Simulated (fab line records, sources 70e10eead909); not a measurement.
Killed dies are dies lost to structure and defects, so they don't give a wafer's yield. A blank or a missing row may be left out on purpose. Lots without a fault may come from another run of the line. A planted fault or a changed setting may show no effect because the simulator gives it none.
fab line records | flow nand_harc
record lots=6 wafers=18 last_day=33
route steps=1302 shown P_GATE@118
lots that met no fault: from a run of the same line without faults
start_h: hours from the record's first day to the start of the lot's first wafer shown | wait_h: hours since the lot's step before | " the same as in the row above | L1.1+2: a row that stands for several wafers | - no value, or no start given | * or withheld: withheld | < > ~ a bound
route shown NAME@n: a module of which the file shows steps, and the number in the route of the first | usual: mean/standard deviation of fault-free wafers | same: alike in all rows | chamber/n: place in a boat | sites: the reading at each site | _std_site: their standard deviation | _edge_site: outer sites' mean less inner sites' | radius_mm: how far each site lies from the wafer's centre | mask NAME#n: copy n | behind: the tool/chamber that last shaped the wafer | hold: why the lot was held/for how many hours/how that ended | device: the transistor (n, p or np) that didn't switch | end of line: the same wafers' tests at the end of the route | a step without rows: its recipe alone | killed: dies lost to structure and defects at the first sort, not the wafer's yield | map: a wafer's dies, x killed, . not, _ none there
set.NAME: the setting as run; set.NAME@STEP: as run at that earlier step | model.NAME: the simulator's own value behind a step, which no gauge read
lots at some steps of the route; a table a step, a row a wafer
services: from which hour (start_h, from the record's first day; less than 0 if before it) a tool's chamber was out of use, for how many hours, and why
## steps
# step NHARC_P_GATE_EBR_07
# step NHARC_P_GATE_EXPOSE_08
# recipe na=0.6 dose_mj=16.75 mask_id=P_HV
# step NHARC_P_GATE_PEB_09
# recipe peb_temp_c=118 peb_time_s=85
# step NHARC_P_GATE_DEVELOP_10
# recipe time_s=70
# step NHARC_P_GATE_CD_MEAS_11
# recipe target_cd_nm=1640 landing_energy_ev=500
# usual cd_nm=1640.0/1.9
# columns lot.wafer tool chamber start_h wait_h cd_nm
L214.2 cd_sem-01 0 93.83 - 1643.1
L214.4 " 0 " " 1643.7
L214.5 " 0 " " 1638.9
L218.2 cd_sem-01 0 132.41 - 1641.5
L218.5 " 0 " " 1638.6
L218.6 " 0 " " 1642.6
L219.2 cd_sem-01 0 141.43 - 1641.8
L219.4 " 0 " " 1641.8
L219.6 " 0 " " 1643.3
L223.1 cd_sem-03 0 180.23 - 1643.0
L223.3 " 0 " " 1642.8
L223.6 " 0 " " 1637.5
L230.1 cd_sem-02 0 254.97 - 1642.5
L230.3 " 0 " " 1638.9
L230.6 " 0 " " 1639.9
L236.4 cd_sem-03 0 309.55 - 1641.4
L236.5 " 0 " " 1640.9
L236.6 " 0 " " 1643.5
# step NHARC_P_GATE_HARDBAKE_12
# recipe temp_c=125 time_s=80
# step NHARC_P_GATE_DESCUM_13
# recipe time_s=3 o2_flow_sccm=200 ar_flow_sccm=0 bias_power_w=0 chemistry=O2
# usual drypump_motor_current_A=5.8/0.39 oes_product_au=0.998/0.01 rf_vpp_V=58.0/0.74 showerhead_plenum_p_Torr=1.93/0.06 throttle_valve_pct=11.311/0.0089
# columns lot.wafer tool chamber start_h wait_h drypump_motor_current_A oes_product_au rf_hours_counter_h rf_vpp_V showerhead_plenum_p_Torr throttle_valve_pct
L214.2 rie_diel-13 1 93.99 - 5.1 0.993 8.1 57.3 1.89 11.305
L214.4 " 3 " " 5.6 1.005 7.5 57.9 1.93 11.302
L214.5 " 2 " " 6.5 0.995 - 57.1 1.96 11.317
L218.2 rie_diel-10 0 132.60 - 6.2 0.988 3.0 58.2 1.99 11.307
L218.5 " 1 " " 5.6 0.990 - 58.4 1.91 11.314
L218.6 " 2 " " 5.8 1.013 - 57.1 1.89 11.311
L219.4 rie_diel-09 1 141.59 - 6.0 1.016 8.5 56.9 1.81 11.313
L219.2 " 2 " " 6.2 0.983 7.1 57.5 1.96 11.313
L219.6 " 1 " " 6.0 1.003 - 57.4 1.81 11.313
L223.1 rie_diel-09 3 180.41 - 5.5 0.997 1.8 58.6 1.94 11.304
L223.3 " 0 " " 5.9 0.993 2.2 58.1 2.02 11.298
L223.6 " 1 " " 6.0 0.992 - 58.1 1.81 11.306
L230.3 rie_diel-09 1 255.14 - 6.1 0.989 6.9 58.5 1.81 11.318
L230.1 " 3 " " 5.5 0.993 7.6 56.0 1.93 11.292
L230.6 " 0 " " 6.0 0.988 - 56.8 2.02 11.318
L236.6 rie_diel-10 0 309.76 - 6.2 0.990 - 57.4 1.99 11.313
L236.4 " 1 " " 5.6 0.993 - 57.5 1.91 11.300
L236.5 " 2 " " 5.8 1.014 - 57.8 1.89 11.311
# step NHARC_P_GATE_ETCH_14
# recipe target_depth_a=488 chemistry=dHF material=SiO2
# step NHARC_P_GATE_STRIP_15
# recipe time_s=780 temp_c=130 chemistry=SPM
# step NHARC_P_GATE_PRECLEAN_71
# recipe time_s=* temp_c=50 bath_age_min=0 chemistry=SC1
# step NHARC_P_GATE_SRD_72
# step NHARC_P_GATE_OXIDE_16
# recipe target_thk_a=30 temp_c=875 ox_time_s=392 material=SiO2
# step NHARC_P_GATE_CVD_17
# recipe target_thk_a=1500 temp_c=620 time_s=900 material=poly-Si
# usual zone_power_bottom_pct=12.4/0.51 zone_power_top_pct=19.7/1.9
# columns lot.wafer tool chamber start_h wait_h zone_power_bottom_pct zone_power_top_pct
L214.2 lpcvd_poly-04 0 104.22 2.7 12.4 21.5
L214.4 " 0 " " 12.1 21.5
L214.5 " 0 " " 12.2 22.0
L218.2 lpcvd_poly-02 0 143.65 2.6 13.1 16.4
L218.5 " 0 " " 13.1 16.7
L218.6 " 0 " " 13.3 16.7
L219.2 lpcvd_poly-01 0 153.54 2.7 12.2 20.7
L219.4 " 0 " " 12.2 20.3
L219.6 " 0 " " 12.0 20.7
L223.1 lpcvd_poly-02 0 190.14 2.6 13.2 16.5
L223.3 " 0 " " 13.1 16.9
L223.6 " 0 " " 12.9 16.8
L223.1 lpcvd_poly-02 0 194.06 1.7 13.1 16.8
L223.3 " 0 " " 13.5 16.7
L223.6 " 0 " " 13.0 17.1
L230.1 lpcvd_poly-01 0 265.19 2.5 12.0 20.6
L230.3 " 0 " " 12.2 20.9
L230.6 " 0 " " 12.1 20.7
L230.1 lpcvd_poly-04 0 267.93 0.6 12.1 22.1
L230.3 " 0 " " 12.4 21.6
L230.6 " 0 " " 12.3 21.7
L236.4 lpcvd_poly-01 0 319.45 2.5 12.1 20.9
L236.5 " 0 " " 12.2 21.0
L236.6 " 0 " " 12.0 20.6
# step NHARC_P_GATE_HM_DEP_102
# recipe target_thk_a=1200 temp_c=400 material=aC
# usual throttle_valve_pct=35.000/0.0088
# columns lot.wafer tool chamber start_h wait_h throttle_valve_pct
L214.2 acl_dep-01 0 107.11 0.7 35.001
L214.4 " 0 " " 35.005
L214.5 " 0 " " 34.998
L218.2 acl_dep-02 0 149.25 3.4 34.994
L218.5 " 0 " " 35.001
L218.6 " 0 " " 34.987
L219.2 acl_dep-03 0 156.24 0.5 35.001
L219.4 " 0 " " 34.980
L219.6 " 0 " " 35.004
L223.1 acl_dep-02 0 197.96 1.7 34.986
L223.3 " 0 " " 35.009
L223.6 " 0 " " 34.990
L230.1 acl_dep-03 0 271.21 1.1 34.992
L230.3 " 0 " " 34.995
L230.6 " 0 " " 35.009
L236.4 acl_dep-03 0 324.18 2.5 35.004
L236.5 " 0 " " 34.993
L236.6 " 0 " " 35.004
## services
# columns tool chamber start_h hours kind
rie_diel-09 0 73.10 - clean
rie_diel-09 1 73.10 - clean
rie_diel-13 3 103.93 4.5 repair
rie_diel-10 2 106.00 4.0 repair
acl_dep-03 - 117.91 13.0 pm
rie_diel-09 3 132.68 1.2 repair
rie_diel-13 - 133.65 0.4 repair
rie_diel-10 3 137.84 14.4 repair
rie_diel-13 1 142.36 4.2 repair
rie_diel-09 - 143.44 9.0 pm
lpcvd_poly-01 - 160.50 2.7 repair
rie_diel-13 - 165.32 9.0 pm
rie_diel-10 - 183.04 1.2 repair
acl_dep-01 - 185.00 13.0 pm
rie_diel-10 0 203.53 2.6 repair
lpcvd_poly-02 - 206.00 26.0 pm
rie_diel-09 1 227.65 4.3 repair
rie_diel-10 - 242.50 9.0 pm
acl_dep-02 - 245.11 13.0 pm
rie_diel-10 3 268.21 15.9 repair
acl_dep-03 - 300.24 13.0 pm
rie_diel-10 3 302.90 9.9 repair
rie_diel-09 - 307.35 0.5 repair
rie_diel-09 - 320.44 9.0 pm
## key
first_sign step=NHARC_P_GATE_CVD_17 reading=visit direction=added
effect none on later readings
met_at NHARC_P_GATE_CVD_17
struck_wafers L223.1,L223.3,L223.6,L230.1,L230.3,L230.6
sort_left_out L223.1,L223.3,L223.6,L230.1,L230.3,L230.6
tester_left_out L223,L230
fault kind=repeated_step_whole tool=lpcvd_poly-01,lpcvd_poly-02,lpcvd_poly-04 chamber=- onset_h=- steps=NHARC_P_GATE_CVD_17 times=1 scope=struck_lots_only
# tester_left_out: of these lots the tester's yield and bins aren't shown, on N5 and GAA mostly nor the transistor test; their killed dies are dies lost to structure and defects alone, not to doping, threshold or leakage, so they don't give the yield
# sort_left_out: the simulated sort isn't trusted on such a fault, so these wafers' sort isn't shown, and their yield isn't known
